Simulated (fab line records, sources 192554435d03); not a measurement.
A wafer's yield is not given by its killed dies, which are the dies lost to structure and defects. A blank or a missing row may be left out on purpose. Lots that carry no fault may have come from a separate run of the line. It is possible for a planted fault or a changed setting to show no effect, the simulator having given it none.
Matching of chambers | flow n5 finfet | 3 sister chambers for N5_FIN_SAQP_HM_DEP_72 on pecvd-01
The step deposits SiO2 from SiH4/N2O, target thk 12 nm, time 7.2 s. 6 wafers are shown with their chamber, then 10 later ones without.

EACH WAFER AND ITS CHAMBER
wafer  | chamber | showerhead plenum p Torr (Torr) | heater power w (W)
L080.4 | 2       | 8.25                            | 884
L084.3 | 2       | 8.25                            | 851
L085.4 | 1       | 8.05                            | 824
L085.6 | 0       | 7.98                            | 874
L088.1 | 0       | 7.96                            | 829
L088.3 | 1       | 8.10                            | 719

WAFERS WHOSE CHAMBER IS MISSING
wafer  | showerhead plenum p Torr (Torr) | heater power w (W)
L088.6 | 7.96                            | 838
L091.2 | 7.99                            | 814
L091.4 | 8.27                            | 830
L091.6 | 7.95                            | 816
L094.1 | 8.04                            | 776
L094.2 | 7.96                            | 928
L094.6 | 8.08                            | 790
L096.1 | 7.96                            | 965
L096.2 | 8.27                            | 916
L096.4 | 7.97                            | 927

THE CHAMBER EACH PASSED THROUGH
wafer  | from the rows above     | in truth
L088.6 | 0                       | 0
L091.2 | 0                       | 0
L091.4 | 2                       | 2
L091.6 | 0                       | 0
L094.1 | can't be placed: 1 or 0 | 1
L094.2 | 0                       | 0
L094.6 | 1                       | 1
L096.1 | 0                       | 0
L096.2 | 2                       | 2
L096.4 | 0                       | 0
9 of 10 placed correctly. These rows do not allow placing 1 (true chamber among the candidates in 1). Placed wrongly: 0.
How it was worked out, from the rows above alone: a wafer's distance from a chamber is the root of the sum, over the readings, of the square of ((its reading less the chamber's mean) divided by the reading's scatter). The wafer belongs to the nearest chamber; if the next one is less than 2 further off, it can't be placed. For every chamber, the mean is computed from those of its wafers that are shown. How the scatter is found: for the shown wafers, subtract from each reading the mean of its chamber, square and add these, divide the total by (wafers less chambers), then take the root.
